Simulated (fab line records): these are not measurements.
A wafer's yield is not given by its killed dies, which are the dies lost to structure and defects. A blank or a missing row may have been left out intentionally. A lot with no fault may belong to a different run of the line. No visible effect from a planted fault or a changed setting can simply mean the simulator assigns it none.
Which tool is to blame? || flow nand_harc || 7 lots, 20 wafers sampled, at 2 steps of a route of 1302

WHAT THE GAUGES SHOWED, per wafer
NHARC_P_M0_INSPECT_11.
{"lot": "L222", "measured": "day 7 07:40", "on": "defect_inspect-02", "raw_defect_count": "4 5 2"}
{"lot": "L224", "measured": "day 8 04:02", "on": "defect_inspect-02", "raw_defect_count": "3 2 10"}
{"lot": "L227", "measured": "day 9 08:57", "on": "defect_inspect-01", "raw_defect_count": "5 2 5"}
{"lot": "L228", "measured": "day 10 01:45", "on": "defect_inspect-01", "raw_defect_count": "3 1 1"}
{"lot": "L231", "measured": "day 11 05:07", "on": "defect_inspect-02", "raw_defect_count": "1 1 5"}
{"lot": "L234", "measured": "day 12 01:30", "on": "defect_inspect-01", "raw_defect_count": "4 3"}
{"lot": "L242", "measured": "day 15 14:14", "on": "defect_inspect-01", "raw_defect_count": "5 3 5"}

WHICH TOOL RAN EACH LOT (tool, then ch and the chambers of the sampled wafers, then the start)
{"lot": "L222", "NHARC_P_CONTACT_CVD_23": "cvd_w-02 ch 1, day 7 07:40 or earlier"}
{"lot": "L224", "NHARC_P_CONTACT_CVD_23": "cvd_w-01 ch 1, day 8 04:02 or earlier"}
{"lot": "L227", "NHARC_P_CONTACT_CVD_23": "cvd_w-02 ch 0,1, day 9 08:57 or earlier"}
{"lot": "L228", "NHARC_P_CONTACT_CVD_23": "cvd_w-02 ch 0,1, day 10 01:45 or earlier"}
{"lot": "L231", "NHARC_P_CONTACT_CVD_23": "cvd_w-02 ch 0,1, day 11 05:07 or earlier"}
{"lot": "L234", "NHARC_P_CONTACT_CVD_23": "cvd_w-01 ch 0,1, day 12 01:30 or earlier"}
{"lot": "L242", "NHARC_P_CONTACT_CVD_23": "cvd_w-01 ch 0,1, day 15 14:14 or earlier"}
- NHARC_P_CONTACT_CVD_23: deposits W, target thk 200 nm, time 557 s.

THE ANSWER, worked out from the rows above alone
Rule: usual is defined by the lots themselves. Put in order of their means at a reading, lots are off if they are a third of the lots or fewer, leave a main group of 4 or more, and stand apart from it by a gap of 3 or more times the standard deviation of the main group's means; of several such gaps the widest counts. A main group is skipped when, at the precision printed for the reading in the tables above, its means are all equal. A lot without any number at a reading at which 4 lots or more have one is off too. All remaining lots with rows at the step are treated as sound.
No lot is off at any reading shown: from this, nothing can be told.

WHAT THE SIMULATOR HAD INSERTED
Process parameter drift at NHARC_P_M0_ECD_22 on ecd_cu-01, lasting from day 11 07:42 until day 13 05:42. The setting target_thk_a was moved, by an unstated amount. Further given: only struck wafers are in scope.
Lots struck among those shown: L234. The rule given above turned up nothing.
